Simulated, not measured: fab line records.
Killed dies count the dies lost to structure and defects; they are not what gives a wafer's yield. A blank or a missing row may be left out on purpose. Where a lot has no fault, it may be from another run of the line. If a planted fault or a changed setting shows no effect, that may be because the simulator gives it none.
fab line records | flow n5Finfet | part 1 of 2: steps 1 to 4 of 6
record: lots: 22 | wafers: 66 | lastDay: 19
route steps=1938 shown BEOL_M9@1403 BEOL_M10@1486 BEOL_M11@1552
lots that met no fault: taken from a fault-free run of the same line
startH: start of the lot's first displayed wafer, in hours after the record's first day | waitH: hours elapsed since this lot's preceding step | " repeats the value in the row above | L1.1+2: a single row standing in for several wafers | - no value present, or no start provided | * or withheld: withheld | < > ~ a bound
route shown NAME@n: NAME is a module with steps in the file, n the number in the route of the first one | usual: mean/standard deviation taken from wafers without a fault | same: alike in all rows | chamber/n: place in a boat | sites: the reading at each site | _std_site: how widely they spread, as a standard deviation | _edge_site: outer sites' mean less inner sites' | radiusMm: for every site, how far away it sits from the centre of the wafer | mask NAME#n: copy n | behind: tool/chamber where the wafer was last shaped | hold: the reason the lot was held/the length of the hold in hours/how it ended | device: which transistor (n, p or np) failed to switch | end of line: at the end of the route, the tests of the same wafers | step lacking rows: just its recipe | killed: count of dies lost to structure and defects at first sort (not the wafer's yield) | map: a wafer's dies, x killed, . not, _ none there
set.NAME: the run value of the setting; set.NAME@STEP: its run value at that earlier step | model.NAME: the simulator's own value behind a step, which no gauge read
steps of the route over a sample of lots; a table a step, a row a wafer
services: a tool's chamber out of use, with start hour (startH, from the record's first day; less than 0 if before it), hours out, and reason
== steps ==
step: N5_BEOL_M9_THK_MEAS_01
recipe: reads: SiCOH_lowk_of_BEOL_M9_ILD_DEP_00
usual: M9_ILD_THK: 269/3.6
lot.wafer | tool         | chamber | startH | waitH | M9_ILD_THK[nm]
L075.2    | filmMetro-01 | -       | 218.53 | 0.4   | 267
L075.3    | "            | -       | "      | "     | 265
L075.5    | "            | -       | "      | "     | 271
L074.2    | filmMetro-01 | -       | 235.57 | 0.4   | 269
L074.3    | "            | -       | "      | "     | 267
L074.6    | "            | -       | "      | "     | 275
L077.3    | filmMetro-01 | -       | 242.74 | 0.3   | 269
L077.5    | "            | -       | "      | "     | 273
L077.6    | "            | -       | "      | "     | 268
L076.1    | filmMetro-01 | -       | 245.73 | 0.4   | 268
L076.4    | "            | -       | "      | "     | 272
L076.5    | "            | -       | "      | "     | 273
L078.1    | filmMetro-01 | -       | 252.45 | 0.4   | 269
L078.2    | "            | -       | "      | "     | 267
L078.3    | "            | -       | "      | "     | 267
L079.2    | filmMetro-02 | -       | 269.91 | 0.4   | 275
L079.4    | "            | -       | "      | "     | 273
L079.6    | "            | -       | "      | "     | 268
L082.4    | filmMetro-02 | -       | 274.53 | 0.2   | 272
L082.5    | "            | -       | "      | "     | 267
L082.6    | "            | -       | "      | "     | 270
L081.2    | filmMetro-02 | -       | 279.03 | 0.4   | 270
L081.3    | "            | -       | "      | "     | 269
L081.5    | "            | -       | "      | "     | 272
L080.1    | filmMetro-02 | -       | 288.65 | 0.4   | 270
L080.2    | "            | -       | "      | "     | 271
L080.6    | "            | -       | "      | "     | 274
L083.2    | filmMetro-02 | -       | 288.90 | 0.4   | 265
L083.3    | "            | -       | "      | "     | 270
L083.5    | "            | -       | "      | "     | 272
L084.1    | filmMetro-02 | -       | 289.76 | 0.4   | 264
L084.4    | "            | -       | "      | "     | 265
L084.6    | "            | -       | "      | "     | 265
L085.2    | filmMetro-02 | -       | 293.05 | 0.4   | 268
L085.3    | "            | -       | "      | "     | 264
L085.6    | "            | -       | "      | "     | 263
L086.2    | filmMetro-01 | -       | 298.61 | 0.4   | 267
L086.3    | "            | -       | "      | "     | 266
L086.4    | "            | -       | "      | "     | 275
L087.1    | filmMetro-02 | -       | 325.36 | 0.4   | 265
L087.2    | "            | -       | "      | "     | 267
L087.6    | "            | -       | "      | "     | 271
L091.3    | filmMetro-01 | -       | 327.31 | 0.3   | 271
L091.4    | "            | -       | "      | "     | 270
L091.6    | "            | -       | "      | "     | 276
L089.2    | filmMetro-01 | -       | 334.61 | 0.7   | 267
L089.4    | "            | -       | "      | "     | 270
L089.5    | "            | -       | "      | "     | 272
L090.2    | filmMetro-02 | -       | 351.66 | 0.4   | 272
L090.3    | "            | -       | "      | "     | 270
L090.4    | "            | -       | "      | "     | 272
L093.1    | filmMetro-02 | -       | 360.80 | 0.4   | 261
L093.2    | "            | -       | "      | "     | 266
L093.4    | "            | -       | "      | "     | 264
L094.1    | filmMetro-02 | -       | 380.72 | 0.4   | 268
L094.2    | "            | -       | "      | "     | 263
L094.3    | "            | -       | "      | "     | 263
L096.3    | filmMetro-02 | -       | 383.31 | 0.5   | 268
L096.5    | "            | -       | "      | "     | 268
L096.6    | "            | -       | "      | "     | 267
L095.1    | filmMetro-01 | -       | 383.40 | 0.4   | 268
L095.4    | "            | -       | "      | "     | 273
L095.5    | "            | -       | "      | "     | 271
L097.1    | filmMetro-01 | -       | 384.28 | 0.4   | 260
L097.5    | "            | -       | "      | "     | 268
L097.6    | "            | -       | "      | "     | 270
step: N5_BEOL_M9_PECVD_70
recipe: material: SiO2 | targetThkA: 200 | tempC: 400 | precursor: TEOS/O2 | pressureTorr: 5.5 | rfW: 450 | teosFlowSccm: 53.8 | gas: O2 | flowSccm: 3000 | timeS: 22.7
usual: heaterPowerW: 725/86 | showerheadPlenumPTorr: 8.77/0.056 | throttleValvePct: 22.2/1.2
lot.wafer | tool     | chamber | startH | waitH | heaterPowerW | showerheadPlenumPTorr | throttleValvePct
L075.2    | pecvd-04 | 1       | 218.56 | 0.0   | 717          | 8.87                  | 23.3
L075.3    | "        | 2       | "      | "     | 646          | 8.82                  | 22.2
L075.5    | "        | 1       | "      | "     | 700          | 8.84                  | 23.3
L074.2    | pecvd-02 | 1       | 235.60 | 0.0   | 827          | 8.80                  | 21.4
L074.3    | "        | 0       | "      | "     | 829          | 8.75                  | 23.9
L074.6    | "        | 2       | "      | "     | 783          | 8.68                  | 20.5
L077.3    | pecvd-01 | 2       | 242.77 | 0.0   | 621          | 8.83                  | 20.4
L077.5    | "        | 1       | "      | "     | 685          | 8.77                  | 22.7
L077.6    | "        | 2       | "      | "     | 615          | 8.82                  | 20.6
L076.1    | pecvd-02 | 0       | 245.77 | 0.0   | 811          | 8.73                  | 24.0
L076.4    | "        | 2       | "      | "     | 719          | 8.71                  | 20.6
L076.5    | "        | 1       | "      | "     | 810          | 8.79                  | 21.8
L078.1    | pecvd-02 | 2       | 252.49 | 0.0   | 822          | 8.71                  | 20.6
L078.2    | "        | 0       | "      | "     | 799          | 8.74                  | 23.9
L078.3    | "        | 1       | "      | "     | 875          | 8.78                  | 21.8
L079.2    | pecvd-02 | 1       | 269.95 | 0.0   | 837          | 8.78                  | 21.7
L079.4    | "        | 2       | "      | "     | 792          | 8.73                  | 20.6
L079.6    | "        | 1       | "      | "     | 807          | 8.80                  | 21.9
L082.4    | pecvd-02 | 1       | 274.58 | 0.1   | 861          | 8.80                  | 21.7
L082.5    | "        | 2       | "      | "     | 785          | 8.69                  | 20.6
L082.6    | "        | 0       | "      | "     | 760          | 8.74                  | 23.8
L081.2    | pecvd-04 | 2       | 279.07 | 0.0   | 667          | 8.83                  | 22.2
L081.3    | "        | 1       | "      | "     | 699          | 8.88                  | 22.9
L081.5    | "        | 1       | "      | "     | 720          | 8.87                  | 23.2
L080.1    | pecvd-01 | 0       | 288.68 | 0.0   | 704          | 8.77                  | 21.6
L080.2    | "        | 1       | "      | "     | 693          | 8.75                  | 23.0
L080.6    | "        | 1       | "      | "     | 702          | 8.78                  | 23.0
L083.2    | pecvd-04 | 0       | 288.94 | 0.0   | 574          | 8.68                  | 22.7
L083.3    | "        | 2       | "      | "     | 565          | 8.79                  | 22.5
L083.5    | "        | 2       | "      | "     | 571          | 8.82                  | 22.5
L084.1    | pecvd-02 | 2       | 289.80 | 0.0   | 835          | 8.70                  | 20.8
L084.4    | "        | 2       | "      | "     | 812          | 8.71                  | 20.4
L084.6    | "        | 1       | "      | "     | 801          | 8.81                  | 21.6
L085.2    | pecvd-04 | 2       | 293.09 | 0.0   | 619          | 8.81                  | 22.6
L085.3    | "        | 0       | "      | "     | 642          | 8.69                  | 22.3
L085.6    | "        | 2       | "      | "     | 631          | 8.82                  | 22.9
L086.2    | pecvd-02 | 1       | 298.65 | 0.0   | 860          | 8.78                  | 21.7
L086.3    | "        | 2       | "      | "     | 762          | 8.70                  | 20.8
L086.4    | "        | 2       | "      | "     | 774          | 8.70                  | 20.6
L087.1    | pecvd-02 | 2       | 325.40 | 0.0   | 740          | 8.70                  | 20.5
L087.2    | "        | 1       | "      | "     | 804          | 8.81                  | 22.0
L087.6    | "        | 2       | "      | "     | 761          | 8.71                  | 20.9
L091.3    | pecvd-02 | 0       | 327.34 | 0.0   | 787          | 8.75                  | 23.9
L091.4    | "        | 1       | "      | "     | 729          | 8.81                  | 21.6
L091.6    | "        | 2       | "      | "     | 816          | 8.68                  | 20.7
L089.2    | pecvd-01 | 1       | 334.65 | 0.0   | 671          | 8.78                  | 22.9
L089.4    | "        | 1       | "      | "     | 684          | 8.78                  | 23.0
L089.5    | "        | 0       | "      | "     | 709          | 8.77                  | 21.4
L090.2    | pecvd-04 | 1       | 351.69 | 0.0   | 705          | 8.85                  | 23.2
L090.3    | "        | 0       | "      | "     | 648          | 8.69                  | 22.3
L090.4    | "        | 2       | "      | "     | 697          | 8.82                  | 22.9
L093.1    | pecvd-01 | 2       | 360.84 | 0.0   | 551          | 8.85                  | 20.6
L093.2    | "        | 1       | "      | "     | 709          | 8.79                  | 22.7
L093.4    | "        | 1       | "      | "     | 714          | 8.79                  | 23.1
L094.1    | pecvd-04 | 2       | 380.76 | 0.0   | 660          | 8.82                  | 23.0
L094.2    | "        | 1       | "      | "     | 736          | 8.87                  | 23.5
L094.3    | "        | 0       | "      | "     | 648          | 8.69                  | 22.4
L096.3    | pecvd-02 | 2       | 383.34 | 0.0   | 815          | 8.72                  | 20.9
L096.5    | "        | 1       | "      | "     | 854          | 8.78                  | 22.0
L096.6    | "        | 0       | "      | "     | 827          | 8.73                  | 24.1
L095.1    | pecvd-01 | 2       | 383.44 | 0.0   | 610          | 8.85                  | 20.8
L095.4    | "        | 1       | "      | "     | 639          | 8.79                  | 23.1
L095.5    | "        | 0       | "      | "     | 719          | 8.78                  | 21.4
L097.1    | pecvd-02 | 2       | 384.32 | 0.0   | 842          | 8.69                  | 20.9
L097.5    | "        | 0       | "      | "     | 811          | 8.75                  | 24.0
L097.6    | "        | 2       | "      | "     | 858          | 8.71                  | 20.6
step: N5_BEOL_M10_DESCUM_16
recipe: chemistry: O2 | timeS: 7.9 | sourcePowerW: 50 | biasPowerW: 20 | pressureMtorr: 20 | rfFrequencyHz: 2.712e+07 | tempC: 40 | resist: CAR-ArF | o2FlowSccm: 225
usual: drypumpMotorCurrentA: 5.73/0.26 | oesProductAu: 0.82/0.06 | rfVppV: 243.4/1.4 | showerheadPlenumPTorr: 2.11/0.065 | throttleValvePct: 20.25/0.27
lot.wafer | tool       | chamber | startH | waitH | drypumpMotorCurrentA | oesProductAu | rfHoursCounterH | rfVppV | showerheadPlenumPTorr | throttleValvePct
L075.2    | rieDiel-05 | 0       | 234.00 | 0.5   | 5.58                 | 0.76         | 136             | 242.0  | 2.12                  | 20.28
L075.3    | "          | 1       | "      | "     | 5.80                 | 0.87         | 34              | 243.1  | 2.12                  | 19.83
L075.5    | "          | 0       | "      | "     | 5.60                 | 0.76         | -               | 243.0  | 2.12                  | 20.28
L074.2    | rieDiel-04 | 2       | 248.39 | 0.0   | 5.46                 | 0.66         | 242             | 241.1  | 1.97                  | 20.93
L074.3    | "          | 1       | "      | "     | 6.06                 | 0.90         | 32              | 244.8  | 2.12                  | 20.23
L074.6    | "          | 2       | "      | "     | 5.47                 | 0.67         | -               | 239.4  | 1.97                  | 20.95
L077.3    | rieDiel-04 | 1       | 256.46 | 0.0   | 6.00                 | 0.90         | 34              | 243.7  | 2.12                  | 20.25
L077.5    | "          | 2       | "      | "     | 5.45                 | 0.66         | -               | 241.4  | 1.97                  | 20.95
L077.6    | "          | 3       | "      | "     | 6.02                 | 0.85         | -               | 246.4  | 2.22                  | 20.47
L076.1    | rieDiel-05 | 2       | 262.59 | 0.0   | 6.16                 | 0.81         | 100             | 242.7  | 2.09                  | 20.52
L076.4    | "          | 1       | "      | "     | 5.81                 | 0.86         | 43              | 244.6  | 2.12                  | 19.83
L076.5    | "          | 3       | "      | "     | 5.91                 | 0.91         | -               | 242.1  | 2.05                  | 20.27
L078.1    | rieDiel-06 | 0       | 271.57 | 0.0   | 5.56                 | 0.82         | 80              | 245.0  | 2.20                  | 20.44
L078.2    | "          | 3       | "      | "     | 5.26                 | 0.92         | 23              | 243.1  | 2.12                  | 19.78
L078.3    | "          | 1       | "      | "     | 5.63                 | 0.80         | 107             | 241.9  | 2.03                  | 20.27
L079.2    | rieDiel-05 | 3       | 280.70 | 0.0   | 5.92                 | 0.90         | 20              | 243.3  | 2.04                  | 20.27
L079.4    | "          | 0       | "      | "     | 5.61                 | 0.75         | 150             | 244.1  | 2.11                  | 20.30
L079.6    | "          | 2       | "      | "     | 6.14                 | 0.81         | -               | 244.1  | 2.09                  | 20.51
L082.4    | rieDiel-06 | 1       | 285.61 | 0.1   | 5.62                 | 0.79         | 112             | 241.3  | 2.03                  | 20.28
L082.5    | "          | 2       | "      | "     | 5.75                 | 0.83         | -               | 244.5  | 2.20                  | 20.02
L082.6    | "          | 3       | "      | "     | 5.28                 | 0.92         | -               | 242.9  | 2.12                  | 19.79
L081.2    | rieDiel-04 | 0       | 289.25 | 0.0   | 5.42                 | 0.93         | 14              | 242.0  | 2.06                  | 20.07
L081.3    | "          | 1       | "      | "     | 6.01                 | 0.88         | 47              | 243.5  | 2.12                  | 20.27
L081.5    | "          | 1       | "      | "     | 6.02                 | 0.88         | -               | 243.3  | 2.12                  | 20.27
L080.1    | rieDiel-05 | 3       | 297.65 | 0.2   | 5.89                 | 0.88         | 27              | 242.1  | 2.04                  | 20.28
L080.2    | "          | 0       | "      | "     | 5.56                 | 0.75         | 157             | 244.0  | 2.11                  | 20.29
L080.6    | "          | 2       | "      | "     | 6.16                 | 0.79         | -               | 244.8  | 2.08                  | 20.54
L083.2    | rieDiel-05 | 1       | 298.44 | 0.6   | 5.80                 | 0.85         | 56              | 243.9  | 2.11                  | 19.87
L083.3    | "          | 2       | "      | "     | 6.12                 | 0.79         | 114             | 245.3  | 2.08                  | 20.53
L083.5    | "          | 0       | "      | "     | 5.62                 | 0.74         | -               | 242.6  | 2.11                  | 20.30
L084.1    | rieDiel-06 | 3       | 299.47 | 0.6   | 5.29                 | 0.90         | 33              | 244.2  | 2.12                  | 19.78
L084.4    | "          | 0       | "      | "     | 5.58                 | 0.82         | 90              | 244.2  | 2.20                  | 20.47
L084.6    | "          | 0       | "      | "     | 5.57                 | 0.82         | -               | 244.8  | 2.19                  | 20.47
L085.2    | rieDiel-05 | 2       | 302.77 | 1.0   | 6.14                 | 0.78         | 117             | 244.0  | 2.08                  | 20.52
L085.3    | "          | 1       | "      | "     | 5.81                 | 0.83         | 60              | 243.5  | 2.11                  | 19.87
L085.6    | "          | 1       | "      | "     | 5.82                 | 0.84         | -               | 243.6  | 2.11                  | 19.85
L086.2    | rieDiel-05 | 2       | 306.88 | 1.2   | 6.13                 | 0.79         | 119             | 242.8  | 2.08                  | 20.55
L086.3    | "          | 3       | "      | "     | 5.93                 | 0.88         | 32              | 241.6  | 2.04                  | 20.29
L086.4    | "          | 1       | "      | "     | 5.81                 | 0.84         | -               | 243.9  | 2.11                  | 19.86
L087.1    | rieDiel-06 | 0       | 334.20 | 0.0   | 5.58                 | 0.80         | 105             | 244.6  | 2.19                  | 20.49
L087.2    | "          | 2       | "      | "     | 5.74                 | 0.81         | 97              | 245.8  | 2.19                  | 20.07
L087.6    | "          | 0       | "      | "     | 5.56                 | 0.80         | -               | 247.0  | 2.19                  | 20.48
L091.3    | rieDiel-06 | 0       | 337.39 | 0.0   | 5.58                 | 0.80         | 105             | 243.9  | 2.19                  | 20.49
L091.4    | "          | 1       | "      | "     | 5.60                 | 0.77         | 135             | 242.9  | 2.02                  | 20.32
L091.6    | "          | 2       | "      | "     | 5.77                 | 0.80         | -               | 244.2  | 2.19                  | 20.07
L089.2    | rieDiel-06 | 2       | 349.57 | 0.0   | 5.75                 | 0.81         | 101             | 244.5  | 2.19                  | 20.08
L089.4    | "          | 3       | "      | "     | 5.27                 | 0.88         | 52              | 244.1  | 2.11                  | 19.82
L089.5    | "          | 2       | "      | "     | 5.76                 | 0.81         | -               | 245.5  | 2.19                  | 20.08
L090.2    | rieDiel-04 | 0       | 365.70 | 0.0   | 5.44                 | 0.88         | 32              | 241.6  | 2.05                  | 20.10
L090.3    | "          | 1       | "      | "     | 5.99                 | 0.86         | 58              | 245.3  | 2.11                  | 20.29
L090.4    | "          | 3       | "      | "     | 6.03                 | 0.81         | 101             | 244.0  | 2.21                  | 20.52
L093.1    | rieDiel-06 | 3       | 370.45 | 0.0   | 5.27                 | 0.87         | 59              | 243.2  | 2.11                  | 19.82
L093.2    | "          | 0       | "      | "     | 5.60                 | 0.79         | 116             | 245.3  | 2.19                  | 20.49
L093.4    | "          | 1       | "      | "     | 5.61                 | 0.75         | 145             | 241.5  | 2.02                  | 20.31
L094.1    | rieDiel-04 | 3       | 390.85 | 0.0   | 6.01                 | 0.80         | 110             | 247.1  | 2.20                  | 20.53
L094.2    | "          | 2       | "      | "     | 5.45                 | 0.91         | 26              | 245.7  | 2.22                  | 20.52
L094.3    | "          | 1       | "      | "     | 5.98                 | 0.86         | 68              | 243.9  | 2.11                  | 20.30
L096.3    | rieDiel-06 | 2       | 397.13 | 0.2   | 5.74                 | 0.78         | 117             | 245.2  | 2.19                  | 20.11
L096.5    | "          | 1       | "      | "     | 5.61                 | 0.75         | -               | 243.0  | 2.01                  | 20.32
L096.6    | "          | 3       | "      | "     | 5.28                 | 0.85         | -               | 243.4  | 2.10                  | 19.84
L097.1    | rieDiel-05 | 0       | 397.40 | 0.1   | 5.58                 | 0.72         | 188             | 243.1  | 2.10                  | 20.35
L097.5    | "          | 2       | "      | "     | 6.13                 | 0.75         | -               | 243.8  | 2.07                  | 20.59
L097.6    | "          | 3       | "      | "     | 5.90                 | 0.82         | -               | 241.2  | 2.03                  | 20.34
L095.1    | rieDiel-05 | 0       | 398.38 | 0.0   | 5.58                 | 0.72         | 188             | 242.8  | 2.10                  | 20.36
L095.4    | "          | 2       | "      | "     | 6.14                 | 0.76         | 154             | 243.1  | 2.07                  | 20.60
L095.5    | "          | 2       | "      | "     | 6.19                 | 0.75         | -               | 243.5  | 2.07                  | 20.59
step: N5_BEOL_M10_STRIP_67
recipe: chemistry: CF4 | resist: SiARC | powerW: 300 | biasPowerW: 75 | pressureMtorr: 50 | cf4FlowSccm: 150 | rfFrequencyHz: 6e+07
usual: drypumpMotorCurrentA: 5.73/0.26 | oesProductAu: 0.82/0.058 | rfVppV: 271.5/1.4 | showerheadPlenumPTorr: 1.81/0.051 | throttleValvePct: 13.43/0.23
lot.wafer | tool       | chamber | startH | waitH | drypumpMotorCurrentA | oesProductAu | rfHoursCounterH | rfVppV | showerheadPlenumPTorr | throttleValvePct
L075.2    | rieDiel-05 | 0       | 234.23 | 0.0   | 5.52                 | 0.75         | 136             | 269.8  | 1.80                  | 13.37
L075.3    | "          | 1       | "      | "     | 5.82                 | 0.88         | 34              | 271.7  | 1.83                  | 13.09
L075.5    | "          | 0       | "      | "     | 5.56                 | 0.76         | -               | 271.1  | 1.80                  | 13.37
L074.2    | rieDiel-04 | 2       | 248.62 | 0.0   | 5.45                 | 0.68         | 242             | 268.0  | 1.69                  | 14.06
L074.3    | "          | 1       | "      | "     | 6.06                 | 0.89         | 32              | 270.3  | 1.81                  | 13.35
L074.6    | "          | 2       | "      | "     | 5.44                 | 0.68         | -               | 269.0  | 1.69                  | 14.05
L077.3    | rieDiel-04 | 1       | 256.69 | 0.0   | 6.00                 | 0.89         | 34              | 270.7  | 1.81                  | 13.38
L077.5    | "          | 2       | "      | "     | 5.45                 | 0.68         | -               | 269.7  | 1.69                  | 14.06
L077.6    | "          | 3       | "      | "     | 6.03                 | 0.84         | -               | 273.6  | 1.89                  | 13.54
L076.1    | rieDiel-05 | 2       | 262.82 | 0.0   | 6.13                 | 0.81         | 100             | 269.6  | 1.79                  | 13.65
L076.4    | "          | 1       | "      | "     | 5.77                 | 0.87         | 43              | 272.0  | 1.82                  | 13.10
L076.5    | "          | 3       | "      | "     | 5.90                 | 0.92         | -               | 269.5  | 1.78                  | 13.40
L078.1    | rieDiel-06 | 0       | 271.80 | 0.0   | 5.56                 | 0.82         | 81              | 274.3  | 1.89                  | 13.63
L078.2    | "          | 3       | "      | "     | 5.27                 | 0.93         | 23              | 271.6  | 1.83                  | 13.05
L078.3    | "          | 1       | "      | "     | 5.60                 | 0.81         | 107             | 270.8  | 1.75                  | 13.43
L079.2    | rieDiel-05 | 3       | 280.93 | 0.0   | 5.85                 | 0.90         | 20              | 270.9  | 1.77                  | 13.41
L079.4    | "          | 0       | "      | "     | 5.51                 | 0.75         | 151             | 269.7  | 1.79                  | 13.41
L079.6    | "          | 2       | "      | "     | 6.11                 | 0.80         | -               | 270.7  | 1.79                  | 13.66
L082.4    | rieDiel-06 | 1       | 285.84 | 0.0   | 5.61                 | 0.80         | 112             | 270.6  | 1.75                  | 13.45
L082.5    | "          | 2       | "      | "     | 5.77                 | 0.83         | -               | 273.6  | 1.89                  | 13.23
L082.6    | "          | 3       | "      | "     | 5.26                 | 0.91         | -               | 273.2  | 1.83                  | 13.07
L081.2    | rieDiel-04 | 0       | 289.48 | 0.0   | 5.49                 | 0.91         | 14              | 271.0  | 1.77                  | 13.15
L081.3    | "          | 1       | "      | "     | 5.99                 | 0.86         | 47              | 272.6  | 1.81                  | 13.39
L081.5    | "          | 1       | "      | "     | 6.03                 | 0.87         | -               | 271.3  | 1.81                  | 13.39
L080.1    | rieDiel-05 | 3       | 297.88 | 0.0   | 5.83                 | 0.89         | 27              | 271.2  | 1.77                  | 13.45
L080.2    | "          | 0       | "      | "     | 5.57                 | 0.74         | 157             | 271.1  | 1.79                  | 13.43
L080.6    | "          | 2       | "      | "     | 6.14                 | 0.79         | -               | 271.9  | 1.78                  | 13.70
L083.2    | rieDiel-05 | 1       | 298.67 | 0.0   | 5.82                 | 0.85         | 57              | 272.0  | 1.82                  | 13.13
L083.3    | "          | 2       | "      | "     | 6.12                 | 0.80         | 114             | 271.0  | 1.78                  | 13.71
L083.5    | "          | 0       | "      | "     | 5.58                 | 0.75         | -               | 270.7  | 1.79                  | 13.41
L084.1    | rieDiel-06 | 3       | 299.70 | 0.0   | 5.26                 | 0.91         | 33              | 272.4  | 1.83                  | 13.05
L084.4    | "          | 0       | "      | "     | 5.57                 | 0.80         | 90              | 273.8  | 1.89                  | 13.66
L084.6    | "          | 0       | "      | "     | 5.56                 | 0.80         | -               | 271.9  | 1.89                  | 13.64
L085.2    | rieDiel-05 | 2       | 303.00 | 0.0   | 6.15                 | 0.78         | 117             | 271.9  | 1.78                  | 13.71
L085.3    | "          | 1       | "      | "     | 5.79                 | 0.84         | 60              | 272.2  | 1.82                  | 13.14
L085.6    | "          | 1       | "      | "     | 5.80                 | 0.85         | -               | 271.0  | 1.82                  | 13.15
L086.2    | rieDiel-05 | 2       | 307.11 | 0.0   | 6.17                 | 0.78         | 119             | 272.3  | 1.78                  | 13.71
L086.3    | "          | 3       | "      | "     | 5.89                 | 0.89         | 32              | 270.4  | 1.77                  | 13.45
L086.4    | "          | 1       | "      | "     | 5.78                 | 0.85         | -               | 272.1  | 1.82                  | 13.16
L087.1    | rieDiel-06 | 0       | 334.43 | 0.0   | 5.57                 | 0.78         | 105             | 274.8  | 1.89                  | 13.68
L087.2    | "          | 2       | "      | "     | 5.75                 | 0.80         | 97              | 272.4  | 1.88                  | 13.29
L087.6    | "          | 0       | "      | "     | 5.58                 | 0.78         | -               | 272.6  | 1.89                  | 13.69
L091.3    | rieDiel-06 | 0       | 337.62 | 0.0   | 5.56                 | 0.78         | 105             | 272.1  | 1.89                  | 13.69
L091.4    | "          | 1       | "      | "     | 5.59                 | 0.79         | 135             | 268.6  | 1.74                  | 13.49
L091.6    | "          | 2       | "      | "     | 5.76                 | 0.80         | -               | 272.9  | 1.88                  | 13.30
L089.2    | rieDiel-06 | 2       | 349.80 | 0.0   | 5.74                 | 0.79         | 101             | 272.8  | 1.88                  | 13.29
L089.4    | "          | 3       | "      | "     | 5.27                 | 0.87         | 52              | 270.2  | 1.82                  | 13.12
L089.5    | "          | 2       | "      | "     | 5.75                 | 0.80         | -               | 273.6  | 1.88                  | 13.30
L090.2    | rieDiel-04 | 0       | 365.93 | 0.0   | 5.41                 | 0.87         | 32              | 271.4  | 1.77                  | 13.21
L090.3    | "          | 1       | "      | "     | 6.04                 | 0.85         | 59              | 272.3  | 1.80                  | 13.41
L090.4    | "          | 3       | "      | "     | 6.03                 | 0.80         | 102             | 272.7  | 1.88                  | 13.59
L093.1    | rieDiel-06 | 3       | 370.68 | 0.0   | 5.28                 | 0.87         | 59              | 269.4  | 1.82                  | 13.11
L093.2    | "          | 0       | "      | "     | 5.59                 | 0.78         | 116             | 273.5  | 1.88                  | 13.72
L093.4    | "          | 1       | "      | "     | 5.59                 | 0.77         | 145             | 270.0  | 1.74                  | 13.50
L094.1    | rieDiel-04 | 3       | 391.09 | 0.0   | 6.03                 | 0.79         | 110             | 273.4  | 1.88                  | 13.61
L094.2    | "          | 2       | "      | "     | 5.43                 | 0.92         | 26              | 273.0  | 1.89                  | 13.52
L094.3    | "          | 1       | "      | "     | 6.01                 | 0.83         | 69              | 271.4  | 1.80                  | 13.44
L096.3    | rieDiel-06 | 2       | 397.36 | 0.0   | 5.72                 | 0.78         | 117             | 272.9  | 1.87                  | 13.32
L096.5    | "          | 1       | "      | "     | 5.64                 | 0.77         | -               | 268.4  | 1.74                  | 13.53
L096.6    | "          | 3       | "      | "     | 5.25                 | 0.85         | -               | 272.0  | 1.82                  | 13.15
L097.1    | rieDiel-05 | 0       | 397.63 | 0.0   | 5.56                 | 0.72         | 188             | 271.7  | 1.78                  | 13.48
L097.5    | "          | 2       | "      | "     | 6.15                 | 0.76         | -               | 271.4  | 1.77                  | 13.78
L097.6    | "          | 3       | "      | "     | 5.92                 | 0.83         | -               | 271.1  | 1.76                  | 13.52
L095.1    | rieDiel-05 | 0       | 398.61 | 0.0   | 5.55                 | 0.72         | 188             | 268.5  | 1.78                  | 13.48
L095.4    | "          | 2       | "      | "     | 6.13                 | 0.76         | 154             | 272.2  | 1.77                  | 13.79
L095.5    | "          | 2       | "      | "     | 6.15                 | 0.76         | -               | 271.9  | 1.77                  | 13.78
